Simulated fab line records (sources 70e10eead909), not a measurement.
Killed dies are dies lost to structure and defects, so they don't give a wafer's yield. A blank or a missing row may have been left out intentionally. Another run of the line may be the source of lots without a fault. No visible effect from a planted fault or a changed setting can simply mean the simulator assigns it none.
fab line records	flow nandHarc
[record] lots = 24	wafers = 72	lastDay = 32
route steps=1302 shown A_CHANNEL_FILL_D2@627 A_STAIRCASE@651
lots that met no fault: from a run of the same line without faults
startH: start of the lot's first displayed wafer, in hours after the record's first day	waitH: how many hours have passed since the lot's step before this one	" as in the row above	L1.1+2: one row covering several wafers at once	- either no value or no given start	* or withheld: withheld	< > ~ a bound
route shown NAME@n: a module of which the file shows steps, and the number in the route of the first	usual: average and standard deviation across the fault-free wafers	same: alike in all rows	chamber/n: place in a boat	sites: per-site readings	_std_site: the standard deviation of these	_edge_site: outer sites' mean less inner sites'	radiusMm: how far each site lies from the wafer's centre	mask NAME#n: copy n	behind: the tool/chamber that last shaped the wafer	hold: reason for holding the lot/hours on hold/outcome of the hold	device: transistor that didn't switch, given as n, p or np	end of line: the same wafers' tests at the end of the route	where a step has no rows: the recipe by itself	killed: dies that structure and defects cost at the first sort, which is not the same as the wafer's yield	map: dies across one wafer; x = killed, . = not, _ = none there
set.NAME: the setting as run; set.NAME@STEP: as run at that earlier step	model.NAME: the simulator's own value behind a step, which no gauge read
the route's steps for a sample of lots (tables are steps, rows are wafers)
services: from which hour (startH, from the record's first day; less than 0 if before it) a tool's chamber was out of use, for how many hours, and why
[[steps]]
[step NHARC_A_CHANNEL_FILL_D2_ALD_25]
[recipe] targetThkA = 600	pulseTimeS = 10	aldCycles = 600	tempC = 300	material = SiOx
[usual] heaterPowerW = 469/46	precursorPulseHeightRel = 0.999/0.02	susceptorTempC = 300.00/0.19
lot.wafer	tool	chamber	startH	waitH	heaterPowerW	precursorPulseHeightRel	susceptorTempC
L074.2	aldHk-01	0	316.52	0.7	489	0.974	299.88
L074.3	"	1	"	"	416	1.024	300.00
L074.6	"	0	318.97	3.1	486	1.012	299.70
L075.3	aldHk-03	0	317.15	1.3	443	1.027	299.71
L075.6	"	2	318.40	2.5	543	0.995	299.95
L075.5	"	3	"	"	394	0.977	299.98
L076.2	aldHk-02	3	343.54	0.7	542	1.017	300.04
L076.4	"	0	"	"	457	0.984	299.96
L076.5	"	2	345.39	2.5	450	0.996	299.96
L078.1	aldHk-02	3	348.25	0.1	549	1.009	299.88
L078.4	"	2	350.09	1.9	457	0.958	300.23
L078.6	"	0	351.33	3.1	463	1.026	300.06
L079.2	aldHk-01	2	360.76	0.7	518	1.019	299.95
L079.3	"	0	361.98	1.9	486	1.051	300.29
L079.6	"	1	"	"	425	1.019	299.95
L080.1	aldHk-01	0	370.95	0.7	479	1.007	299.87
L080.3	"	1	"	"	430	0.972	300.33
L080.5	"	0	373.41	3.1	501	1.031	299.98
L077.3	aldHk-02	1	371.57	1.3	472	0.971	300.29
L077.4	"	2	"	"	465	0.985	300.27
L077.5	"	0	373.43	3.1	457	1.024	300.07
L081.1	aldHk-02	1	403.84	0.1	473	0.994	300.07
L081.4	"	2	"	"	461	0.986	300.09
L081.6	"	2	406.94	3.1	452	0.995	299.92
L083.2	aldHk-02	0	409.02	0.1	462	1.011	299.97
L083.1	"	3	410.89	1.9	551	0.998	299.76
L083.6	"	0	"	"	442	1.003	299.95
L082.2	aldHk-01	0	409.03	0.1	488	0.989	299.90
L082.3	"	2	410.26	1.3	520	0.983	300.18
L082.4	"	3	"	"	460	0.990	300.23
L084.2	aldHk-02	2	420.67	0.1	466	0.997	300.03
L084.1	"	0	421.91	1.3	448	0.969	299.87
L084.4	"	1	"	"	483	1.013	300.23
L085.1	aldHk-03	1	422.56	1.9	481	0.983	300.05
L085.3	"	2	"	"	531	0.990	299.77
L085.6	"	0	424.43	3.8	407	0.991	299.84
L086.3	aldHk-03	1	438.93	0.1	490	0.982	300.17
L086.2	"	0	440.78	1.9	405	1.008	300.24
L086.6	"	2	442.01	3.1	523	0.993	299.80
L087.1	aldHk-02	2	439.55	0.7	464	0.989	299.99
L087.2	"	3	"	"	549	1.020	300.04
L087.3	"	0	"	"	459	1.019	300.01
L088.4	aldHk-03	0	454.01	0.0	416	1.032	299.68
L088.2	"	1	"	"	486	1.029	300.05
L088.5	"	0	456.47	2.5	420	1.015	299.78
L089.4	aldHk-02	1	455.84	1.9	480	1.039	300.14
L089.3	"	2	"	"	463	1.000	299.78
L089.6	"	1	458.31	4.3	476	1.017	300.12
L090.4	aldHk-02	2	470.07	1.2	458	0.985	-
L090.3	"	3	"	"	545	1.007	-
L090.6	"	1	471.85	3.0	487	1.007	-
L091.1	aldHk-02	3	485.40	1.9	560	1.030	300.14
L091.6	"	0	"	"	460	0.985	300.02
L091.5	"	1	"	"	484	0.978	299.78
L092.3	aldHk-03	2	485.42	1.9	520	0.984	299.96
L092.5	"	3	"	"	386	0.992	299.99
L092.6	"	0	"	"	408	1.035	299.81
L094.4	aldHk-01	0	510.76	0.0	475	1.020	299.77
L094.5	"	0	513.22	2.5	482	0.989	299.45
L094.6	"	1	"	"	423	1.019	300.12
L093.3	aldHk-03	2	511.59	0.9	524	0.990	299.81
L093.2	"	3	512.81	2.1	380	0.977	300.04
L093.4	"	0	514.04	3.3	410	0.983	299.89
L095.2	aldHk-03	1	530.94	0.7	499	0.973	300.19
L095.4	"	3	532.16	1.9	390	0.983	300.16
L095.5	"	0	"	"	406	1.012	300.11
L096.1	aldHk-02	1	530.95	0.7	434	0.983	300.04
L096.2	"	2	"	"	460	0.989	300.15
L096.4	"	3	"	"	540	1.017	300.16
L097.1	aldHk-03	2	542.84	0.1	518	0.959	299.93
L097.2	"	3	"	"	386	0.959	300.27
L097.3	"	0	"	"	410	1.027	300.14
[step NHARC_A_STAIRCASE_ETCH_169]
[recipe] targetDepthA = 500	timeS = 107.1	ionEnergyEv = 120	ch3fFlowSccm = 50	o2FlowSccm = 30	arFlowSccm = 200	rfW = 500	biasW = 100	chemistry = CH3F/O2
[usual] drypumpMotorCurrentA = 5.5/0.49	oesProductAu = 0.957/0.019	rfVppV = 244.5/1.9	showerheadPlenumPTorr = 2.47/0.11	throttleValvePct = 20.663/0.01
[same] timeS = 107.1
lot.wafer	tool	chamber	startH	waitH	drypumpMotorCurrentA	oesProductAu	rfHoursCounterH	rfVppV	showerheadPlenumPTorr	throttleValvePct
L074.3	rieDiel-01	3	328.87	0.1	5.5	0.970	45	245.6	2.55	20.681
L074.2	"	0	"	"	4.9	0.957	43	244.5	2.42	20.665
L074.6	"	3	"	"	5.5	0.970	-	245.4	2.55	20.667
L075.3	rieDiel-01	3	329.19	0.1	5.5	0.948	45	245.5	2.55	20.661
L075.6	"	2	"	"	5.9	0.958	-	246.3	2.60	20.658
L075.5	"	3	"	"	5.5	0.961	-	245.8	2.55	20.641
L076.4	rieDiel-01	1	356.10	0.1	5.8	0.979	56	242.5	2.29	20.664
L076.2	"	3	"	"	5.5	0.969	52	246.2	2.54	20.650
L076.5	"	1	"	"	5.8	0.979	-	242.1	2.29	20.650
L078.4	rieDiel-07	1	361.32	0.1	5.7	0.990	21	247.4	2.65	20.668
L078.1	"	2	"	"	6.1	0.970	23	246.2	2.54	20.655
L078.6	"	1	"	"	5.7	0.988	-	246.4	2.65	20.662
L079.3	rieDiel-07	0	373.77	0.1	4.8	0.936	30	246.7	2.54	20.668
L079.2	"	1	"	"	5.7	0.989	26	248.2	2.65	20.676
L079.6	"	0	"	"	4.8	0.950	-	244.6	2.54	20.667
L077.4	rieDiel-07	0	384.34	0.1	4.8	0.958	33	245.4	2.54	20.668
L077.3	"	1	"	"	5.7	0.976	28	246.6	2.64	20.652
L077.5	"	2	"	"	6.1	0.974	-	245.3	2.54	20.660
L080.1	rieDiel-08	1	384.34	0.1	5.6	0.935	11	242.4	2.39	20.668
L080.3	"	2	"	"	6.1	0.934	13	242.8	2.33	20.644
L080.5	"	1	"	"	5.6	0.953	-	243.9	2.39	20.657
L081.4	rieDiel-07	1	417.36	0.1	5.7	0.967	41	247.1	2.64	20.661
L081.1	"	0	"	"	4.8	0.949	45	245.3	2.53	20.660
L081.6	"	1	"	"	5.7	0.968	-	245.9	2.64	20.674
L083.2	rieDiel-08	3	422.30	0.1	5.8	0.970	28	243.1	2.37	20.639
L083.1	"	0	"	"	4.9	0.967	26	245.6	2.50	20.671
L083.6	"	1	"	"	5.6	0.971	-	244.2	2.39	20.659
L082.4	rieDiel-01	2	422.44	0.1	5.9	0.953	19	246.3	2.58	20.647
L082.2	"	3	"	"	5.5	0.961	13	245.5	2.54	20.657
L082.3	"	0	"	"	4.9	0.982	16	243.0	2.41	20.682
L084.1	rieDiel-01	2	433.59	0.1	5.9	0.972	23	246.5	2.58	20.660
L084.2	"	3	"	"	5.5	0.967	17	246.8	2.54	20.664
L084.4	"	0	"	"	4.9	0.973	21	244.6	2.41	20.655
L085.3	rieDiel-01	3	433.76	0.1	5.5	0.963	17	245.8	2.54	20.658
L085.1	"	0	"	"	4.9	0.962	21	243.5	2.41	20.663
L085.6	"	2	"	"	5.9	0.943	-	245.6	2.58	20.651
L086.3	rieDiel-01	3	452.09	0.2	5.6	0.961	26	244.7	2.53	20.673
L086.2	"	1	"	"	5.8	0.949	31	242.8	2.28	20.655
L086.6	"	0	"	"	4.9	0.937	-	243.4	2.41	20.669
L087.1	rieDiel-01	3	452.27	0.1	5.5	0.936	27	245.8	2.53	20.677
L087.2	"	0	"	"	4.9	0.936	27	243.2	2.41	20.666
L087.3	"	1	"	"	5.8	0.955	31	241.2	2.28	20.665
L089.4	rieDiel-01	0	467.38	0.1	4.9	0.951	34	242.8	2.40	20.655
L089.3	"	2	"	"	5.9	0.955	36	248.0	2.58	20.658
L089.6	"	1	"	"	5.8	0.974	-	241.1	2.28	20.654
L088.2	rieDiel-07	0	467.57	0.1	4.8	0.959	4	243.4	2.53	20.669
L088.4	"	2	"	"	6.1	0.971	7	245.2	2.53	20.656
L088.5	"	0	"	"	4.8	0.949	-	245.3	2.53	20.659
L090.3	rieDiel-07	3	481.88	0.1	4.7	0.941	9	242.7	2.35	20.656
L090.4	"	2	"	"	6.1	0.931	10	245.0	2.53	20.669
L090.6	"	3	"	"	4.6	0.947	-	243.1	2.35	20.670
L092.3	rieDiel-07	0	496.61	0.1	4.8	0.946	12	245.9	2.52	20.651
L092.5	"	1	"	"	5.7	0.962	-	246.7	2.63	20.664
L092.6	"	2	"	"	6.1	0.961	-	245.4	2.53	20.662
L091.1	rieDiel-07	0	496.77	0.1	4.8	0.933	12	244.0	2.52	20.655
L091.5	"	1	"	"	5.7	0.960	-	246.9	2.63	20.672
L091.6	"	2	"	"	6.1	0.956	-	244.9	2.53	20.665
L094.5	rieDiel-07	1	525.23	1.4	5.7	0.947	-	247.1	2.63	20.661
L094.6	"	2	"	"	6.1	0.926	-	245.4	2.52	20.667
L094.4	"	3	"	"	4.7	0.941	-	242.0	2.35	20.683
L093.3	rieDiel-01	2	528.40	0.1	5.9	0.953	59	245.9	2.57	20.653
L093.4	"	0	"	"	4.9	0.931	51	243.5	2.40	20.650
L093.2	"	1	"	"	5.8	0.932	58	242.1	2.27	20.662
L095.2	rieDiel-08	0	543.49	0.1	4.9	0.934	0	244.5	2.49	20.660
L095.4	"	1	"	"	5.6	0.934	8	241.4	2.37	20.651
L095.5	"	0	"	"	5.0	0.932	-	244.8	2.49	20.676
L096.2	rieDiel-08	0	543.77	0.1	5.0	0.931	1	244.8	2.49	20.667
L096.1	"	2	"	"	6.1	0.929	8	244.3	2.31	20.673
L096.4	"	3	"	"	5.8	0.947	9	242.9	2.35	20.665
L097.1	rieDiel-08	2	555.91	0.1	6.1	0.937	12	242.0	2.31	20.672
L097.3	"	3	"	"	5.8	0.948	14	243.5	2.35	20.652
L097.2	"	1	"	"	5.6	0.949	13	243.1	2.37	20.667
[step NHARC_A_STAIRCASE_ETCH_25]
[recipe] targetDepthA = 1000	timeS = 40.5	ionEnergyEv = 400	c4f8FlowSccm = 20	o2FlowSccm = 10	arFlowSccm = withheld	rfW = 600	biasW = 1000	chemistry = C4F8/O2
[usual] oesProductAu = 0.946/0.013	rfVppV = 896/5.5
[same] timeS = 40.5
lot.wafer	tool	chamber	startH	waitH	oesProductAu	rfHoursCounterH	rfVppV
L074.3	rieDiel-08	1	-	-	0.955	56	893
L074.2	"	2	"	"	0.948	52	889
L074.6	"	1	"	"	0.964	-	894
L075.3	rieDiel-07	3	-	-	0.951	17	892
L075.5	"	2	"	"	0.953	-	900
L075.6	"	3	"	"	0.957	-	892
L076.4	rieDiel-08	3	-	-	0.950	2	892
L076.2	"	0	"	"	0.959	2	899
L076.5	"	0	"	"	0.949	-	898
L078.1	rieDiel-01	3	-	-	0.965	0	901
L078.4	"	0	"	"	0.943	0	894
L078.6	"	3	"	"	0.968	-	901
L079.3	rieDiel-07	3	-	-	0.966	34	891
L079.2	"	1	"	"	0.950	27	905
L079.6	"	3	"	"	0.964	-	891
L077.4	rieDiel-01	2	-	-	0.957	7	903
L077.3	"	3	"	"	0.946	6	900
L077.5	"	2	"	"	0.968	-	903
L080.3	rieDiel-01	0	-	-	0.935	7	895
L080.1	"	3	"	"	0.951	6	900
L080.5	"	1	"	"	0.951	-	887
L081.4	rieDiel-01	1	-	-	0.944	20	887
L081.1	"	2	"	"	0.954	19	903
L081.6	"	1	"	"	0.947	-	886
L083.2	rieDiel-07	1	-	-	0.918	43	904
L083.1	"	2	"	"	0.931	41	898
L083.6	"	0	"	"	0.906	-	900
L082.3	rieDiel-07	3	-	-	0.940	49	891
L082.2	"	0	"	"	0.905	47	900
L082.4	"	2	"	"	0.939	41	899
L084.1	rieDiel-01	1	-	-	0.955	26	887
L084.4	"	2	"	"	0.950	25	902
L084.2	"	3	"	"	0.939	22	899
L085.1	rieDiel-08	0	-	-	0.951	32	899
L085.3	"	3	"	"	0.953	33	891
L085.6	"	0	"	"	0.951	-	896
L086.3	rieDiel-08	2	-	-	0.939	36	890
L086.2	"	3	"	"	0.946	39	891
L086.6	"	1	"	"	0.928	-	892
L087.3	rieDiel-07	1	-	-	0.954	0	904
L087.1	"	2	"	"	0.932	0	899
L087.2	"	0	"	"	0.936	0	900
L088.4	rieDiel-08	0	-	-	0.945	43	898
L088.2	"	2	"	"	0.929	44	889
L088.5	"	1	"	"	0.947	-	891
L089.4	rieDiel-01	3	-	-	0.956	37	900
L089.3	"	0	"	"	0.948	36	894
L089.6	"	0	"	"	0.949	-	893
L090.4	rieDiel-07	2	-	-	0.941	11	899
L090.3	"	0	"	"	0.932	7	899
L090.6	"	3	"	"	0.936	-	892
L092.3	rieDiel-08	0	-	-	0.949	54	897
L092.6	"	2	"	"	0.938	-	889
L092.5	"	3	"	"	0.961	-	890
L091.1	rieDiel-01	1	-	-	0.970	50	887
L091.5	"	0	"	"	0.950	-	893
L091.6	"	1	"	"	0.962	-	886
L094.4	rieDiel-01	3	-	-	0.947	56	899
L094.5	"	2	"	"	0.945	-	901
L094.6	"	3	"	"	0.953	-	898
L093.3	rieDiel-07	3	-	-	0.939	34	889
L093.2	"	1	"	"	0.926	29	904
L093.4	"	2	"	"	0.923	-	900
L095.2	rieDiel-08	3	-	-	0.948	10	892
L095.4	"	1	"	"	0.946	10	890
L095.5	"	0	"	"	0.950	-	898
L096.1	rieDiel-08	3	-	-	0.957	10	891
L096.2	"	0	"	"	0.935	2	897
L096.4	"	1	"	"	0.937	10	892
L097.3	rieDiel-01	0	-	-	0.951	6	893
L097.2	"	1	"	"	0.953	6	905
L097.1	"	3	"	"	0.941	5	899
[step NHARC_A_STAIRCASE_STRIP_175]
[recipe] powerW = 1500	tempC = 250	chemistry = O2
[usual] drypumpMotorCurrentA = 5.9/0.4	heaterPowerW = 327/31
lot.wafer	tool	chamber	startH	waitH	drypumpMotorCurrentA	heaterPowerW	rfHoursCounterH
L074.2	plasmaAsher-02	1	332.95	0.1	6.2	354	21
L074.3	"	0	"	"	6.2	293	-
L074.6	"	1	"	"	6.2	349	-
L075.3	plasmaAsher-02	1	333.82	0.4	6.1	347	-
L075.6	"	0	"	"	6.2	290	-
L075.5	"	1	"	"	6.1	348	-
L076.2	plasmaAsher-01	1	360.01	0.1	5.2	328	5
L076.4	"	0	"	"	5.6	362	-
L076.5	"	0	"	"	5.6	358	-
L078.1	plasmaAsher-01	0	368.30	0.1	5.6	352	7
L078.4	"	0	"	"	5.6	359	-
L078.6	"	0	"	"	5.6	358	-
L079.2	plasmaAsher-02	0	378.41	0.1	6.2	292	32
L079.3	"	0	"	"	6.2	294	-
L079.6	"	0	"	"	6.2	285	-
L077.3	plasmaAsher-01	0	388.21	0.2	5.6	356	-
L077.4	"	1	"	"	5.2	321	-
L077.5	"	1	"	"	5.2	328	-
L080.1	plasmaAsher-02	0	389.16	0.1	6.2	295	36
L080.3	"	1	"	"	6.1	354	-
L080.5	"	1	"	"	6.1	352	-
L081.1	plasmaAsher-02	0	421.30	0.1	6.2	281	1
L081.4	"	1	"	"	6.2	350	-
L081.6	"	1	"	"	6.1	343	-
L083.2	plasmaAsher-02	1	427.02	0.1	6.2	351	3
L083.1	"	0	"	"	6.2	285	3
L083.6	"	1	"	"	6.2	344	-
L082.2	plasmaAsher-02	1	427.35	0.2	6.1	346	3
L082.3	"	0	"	"	6.2	280	-
L082.4	"	1	"	"	6.2	347	-
L084.2	plasmaAsher-02	1	438.93	0.1	6.1	343	5
L084.1	"	0	"	"	6.2	284	5
L084.4	"	1	"	"	6.2	351	-
L085.1	plasmaAsher-02	1	439.54	0.5	6.2	338	6
L085.3	"	1	"	"	6.2	348	-
L085.6	"	0	"	"	6.2	289	-
L086.2	plasmaAsher-01	1	456.26	0.1	5.2	314	22
L086.3	"	1	"	"	5.2	319	-
L086.6	"	1	"	"	5.2	321	-
L087.2	plasmaAsher-02	1	458.14	0.1	6.1	347	8
L087.1	"	0	"	"	6.2	284	8
L087.3	"	0	"	"	6.2	283	-
L088.2	plasmaAsher-01	1	471.62	0.1	5.2	328	26
L088.4	"	0	"	"	5.6	373	-
L088.5	"	1	"	"	5.2	327	-
L089.3	plasmaAsher-02	1	471.90	0.2	6.2	345	-
L089.4	"	0	"	"	6.2	279	-
L089.6	"	0	"	"	6.2	284	-
L090.3	plasmaAsher-02	0	485.89	0.2	6.2	285	-
L090.4	"	1	"	"	6.1	355	-
L090.6	"	1	"	"	6.1	352	-
L092.3	plasmaAsher-02	0	502.86	0.2	6.2	283	-
L092.5	"	1	"	"	6.2	348	-
L092.6	"	0	"	"	6.2	288	-
L091.1	plasmaAsher-02	1	503.64	0.3	6.1	353	16
L091.5	"	1	"	"	6.1	351	-
L091.6	"	0	"	"	6.2	277	-
L094.4	plasmaAsher-01	0	532.19	0.2	5.6	374	-
L094.5	"	0	"	"	5.6	366	-
L094.6	"	1	"	"	5.2	316	-
L093.2	plasmaAsher-01	1	535.94	0.1	5.2	321	5
L093.4	"	1	"	"	5.2	328	-
L093.3	"	0	"	"	5.6	363	-
L095.2	plasmaAsher-02	0	547.98	0.3	6.2	282	21
L095.4	"	0	"	"	6.2	276	-
L095.5	"	1	"	"	6.1	347	-
L096.1	plasmaAsher-01	1	548.42	0.1	5.2	322	13
L096.2	"	0	"	"	5.6	375	13
L096.4	"	1	"	"	5.2	317	-
L097.1	plasmaAsher-01	1	559.84	0.1	5.2	325	19
L097.2	"	0	"	"	5.6	360	19
L097.3	"	1	"	"	5.2	320	-
[step NHARC_A_STAIRCASE_ETCH_190]
[recipe] targetDepthA = 1000	timeS = 40.5	ionEnergyEv = 400	c4f8FlowSccm = 20	o2FlowSccm = 10	arFlowSccm = withheld	rfW = 600	biasW = 1000	chemistry = C4F8/O2
[usual] oesProductAu = 0.946/0.011	rfVppV = 895/5.5
[same] timeS = 40.5
lot.wafer	tool	chamber	startH	waitH	oesProductAu	rfHoursCounterH	rfVppV
L074.3	rieDiel-01	0	-	-	0.959	45	895
L074.2	"	3	"	"	0.966	47	901
L074.6	"	0	"	"	0.963	-	896
L075.3	rieDiel-07	3	-	-	0.969	17	891
L075.6	"	0	"	"	0.933	-	899
L075.5	"	1	"	"	0.944	-	904
L076.4	rieDiel-07	1	-	-	0.946	21	906
L076.2	"	3	"	"	0.962	26	891
L076.5	"	0	"	"	0.927	-	898
L078.1	rieDiel-01	2	-	-	0.946	1	902
L078.4	"	1	"	"	0.945	1	888
L078.6	"	3	"	"	0.944	-	901
L079.2	rieDiel-07	3	-	-	0.953	34	891
L079.3	"	1	"	"	0.965	27	904
L079.6	"	2	"	"	0.951	-	900
L077.3	rieDiel-08	0	-	-	0.951	17	898
L077.5	"	2	"	"	0.939	-	890
L077.4	"	0	"	"	0.943	-	898
L080.1	rieDiel-08	2	-	-	0.932	16	890
L080.3	"	3	"	"	0.955	19	891
L080.5	"	2	"	"	0.937	-	890
L081.4	rieDiel-08	0	-	-	0.963	26	898
L081.1	"	2	"	"	0.942	23	890
L081.6	"	1	"	"	0.952	-	892
L083.1	rieDiel-01	3	-	-	0.947	16	900
L083.2	"	0	"	"	0.970	20	893
L083.6	"	2	"	"	0.938	-	901
L082.2	rieDiel-08	3	-	-	0.955	30	892
L082.4	"	0	"	"	0.938	28	898
L082.3	"	1	"	"	0.940	21	893
L084.2	rieDiel-07	3	-	-	0.953	53	891
L084.1	"	1	"	"	0.961	49	905
L084.4	"	2	"	"	0.959	47	898
L085.1	rieDiel-01	2	-	-	0.939	25	902
L085.3	"	3	"	"	0.936	22	899
L085.6	"	1	"	"	0.937	-	887
L086.3	rieDiel-01	1	-	-	0.950	33	886
L086.2	"	2	"	"	0.943	33	901
L086.6	"	3	"	"	0.948	-	899
L087.2	rieDiel-08	2	-	-	0.934	37	888
L087.1	"	3	"	"	0.963	40	889
L087.3	"	0	"	"	0.943	39	898
L088.2	rieDiel-01	2	-	-	0.957	38	902
L088.4	"	0	"	"	0.962	36	893
L088.5	"	1	"	"	0.951	-	885
L089.4	rieDiel-08	1	-	-	0.931	40	893
L089.3	"	3	"	"	0.954	48	891
L089.6	"	0	"	"	0.926	-	899
L090.3	rieDiel-01	1	-	-	0.955	41	886
L090.4	"	0	"	"	0.950	39	895
L090.6	"	1	"	"	0.945	-	887
L092.3	rieDiel-08	3	-	-	0.951	58	890
L092.6	"	0	"	"	0.944	-	897
L092.5	"	1	"	"	0.931	-	892
L091.1	rieDiel-08	1	-	-	0.933	49	892
L091.5	"	3	"	"	0.943	-	891
L091.6	"	0	"	"	0.933	-	896
L094.4	rieDiel-08	3	-	-	0.940	-	890
L094.6	"	1	"	"	0.942	-	894
L094.5	"	2	"	"	0.938	-	887
L093.3	rieDiel-08	3	-	-	0.947	4	890
L093.2	"	1	"	"	0.946	4	892
L093.4	"	3	"	"	0.952	-	890
L095.4	rieDiel-07	0	-	-	0.939	18	900
L095.2	"	1	"	"	0.955	35	904
L095.5	"	0	"	"	0.940	-	899
L096.4	rieDiel-01	1	-	-	0.949	2	907
L096.2	"	3	"	"	0.935	2	899
L096.1	"	0	"	"	0.962	2	892
L097.1	rieDiel-01	3	-	-	0.946	6	900
L097.3	"	1	"	"	0.952	7	906
L097.2	"	2	"	"	0.966	6	902
[step NHARC_A_STAIRCASE_ETCH_194]
[recipe] targetDepthA = 1000	timeS = 40.5	ionEnergyEv = 400	c4f8FlowSccm = 20	o2FlowSccm = 10	arFlowSccm = withheld	rfW = 600	biasW = 1000	chemistry = C4F8/O2
[usual] oesProductAu = 0.945/0.011	rfVppV = 895/5.6
[same] timeS = 40.5
lot.wafer	tool	chamber	startH	waitH	oesProductAu	rfHoursCounterH	rfVppV
L074.3	rieDiel-01	2	-	-	0.946	53	903
L074.2	"	1	"	"	0.956	51	887
L074.6	"	2	"	"	0.947	-	902
L075.3	rieDiel-07	0	-	-	0.917	15	899
L075.6	"	3	"	"	0.975	-	892
L075.5	"	0	"	"	0.923	-	900
L076.4	rieDiel-07	2	-	-	0.954	24	900
L076.2	"	0	"	"	0.936	24	899
L076.5	"	3	"	"	0.974	-	891
L078.4	rieDiel-01	1	-	-	0.949	1	888
L078.1	"	0	"	"	0.944	1	895
L078.6	"	2	"	"	0.944	-	903
L079.2	rieDiel-07	2	-	-	0.949	30	900
L079.3	"	3	"	"	0.958	35	891
L079.6	"	0	"	"	0.927	-	899
L077.3	rieDiel-08	0	-	-	0.946	17	898
L077.4	"	0	"	"	0.943	-	899
L077.5	"	3	"	"	0.946	-	891
L080.3	rieDiel-08	2	-	-	0.941	16	889
L080.1	"	3	"	"	0.954	19	892
L080.5	"	0	"	"	0.953	-	897
L081.1	rieDiel-08	3	-	-	0.942	28	892
L081.4	"	0	"	"	0.950	26	897
L081.6	"	0	"	"	0.949	-	897
L083.2	rieDiel-01	0	-	-	0.938	20	894
L083.1	"	1	"	"	0.939	23	888
L083.6	"	0	"	"	0.941	-	894
L082.3	rieDiel-08	2	-	-	0.946	25	889
L082.2	"	3	"	"	0.951	30	891
L082.4	"	0	"	"	0.945	28	898
L084.2	rieDiel-07	0	-	-	0.930	51	899
L084.4	"	2	"	"	0.951	47	900
L084.1	"	3	"	"	0.956	53	891
L085.3	rieDiel-01	2	-	-	0.949	25	903
L085.1	"	3	"	"	0.932	22	898
L085.6	"	3	"	"	0.941	-	900
L086.2	rieDiel-01	1	-	-	0.946	33	886
L086.3	"	3	"	"	0.956	30	898
L086.6	"	2	"	"	0.929	-	901
L087.2	rieDiel-08	2	-	-	0.952	37	887
L087.3	"	3	"	"	0.954	40	890
L087.1	"	0	"	"	0.945	39	899
L088.4	rieDiel-01	3	-	-	0.955	37	900
L088.2	"	0	"	"	0.945	37	893
L088.5	"	0	"	"	0.950	-	893
L089.4	rieDiel-08	2	-	-	0.936	45	888
L089.3	"	3	"	"	0.941	48	889
L089.6	"	1	"	"	0.936	-	891
L090.4	rieDiel-01	2	-	-	0.931	41	901
L090.3	"	1	"	"	0.962	41	887
L090.6	"	2	"	"	0.942	-	900
L092.3	rieDiel-08	2	-	-	0.930	54	889
L092.5	"	0	"	"	0.954	-	898
L092.6	"	1	"	"	0.933	-	891
L091.1	rieDiel-08	0	-	-	0.944	56	897
L091.6	"	2	"	"	0.935	-	889
L091.5	"	3	"	"	0.940	-	890
L094.4	rieDiel-08	2	-	-	0.945	-	888
L094.5	"	3	"	"	0.946	-	891
L094.6	"	1	"	"	0.950	-	892
L093.3	rieDiel-08	3	-	-	0.940	4	890
L093.2	"	1	"	"	0.938	4	891
L093.4	"	1	"	"	0.924	-	893
L095.4	rieDiel-07	3	-	-	0.935	40	888
L095.2	"	2	"	"	0.931	39	900
L095.5	"	0	"	"	0.934	-	900
L096.2	rieDiel-01	0	-	-	0.966	3	894
L096.4	"	1	"	"	0.959	3	906
L096.1	"	3	"	"	0.959	3	898
L097.2	rieDiel-01	3	-	-	0.952	6	898
L097.1	"	0	"	"	0.953	7	893
L097.3	"	1	"	"	0.964	7	905
[[services]]
tool	chamber	startH	hours	kind
plasmaAsher-01	-	292.71	0.4	repair
rieDiel-01	-	299.53	0.1	repair
plasmaAsher-01	-	325.40	9.0	pm
aldHk-02	-	326.31	10.0	pm
rieDiel-08	-	344.08	9.0	pm
rieDiel-01	-	357.45	9.0	pm
aldHk-03	-	366.14	10.0	pm
plasmaAsher-01	-	373.71	12.4	repair
rieDiel-07	2	388.69	8.6	repair
rieDiel-08	1	388.98	4.8	repair
plasmaAsher-02	-	402.16	9.0	pm
aldHk-01	-	417.33	1.9	repair
rieDiel-07	2	441.62	3.3	repair
rieDiel-01	0	445.29	6.0	repair
rieDiel-07	-	447.46	9.0	pm
plasmaAsher-02	-	451.15	3.6	repair
aldHk-01	-	453.66	10.0	pm
plasmaAsher-01	-	502.40	9.0	pm
rieDiel-07	0	505.31	35.7	repair
aldHk-03	-	507.47	0.4	repair
rieDiel-08	-	521.13	9.0	pm
rieDiel-08	0	531.37	11.6	repair
rieDiel-01	-	534.69	9.0	pm
rieDiel-08	2	535.16	2.0	repair
[[key]]
fault none
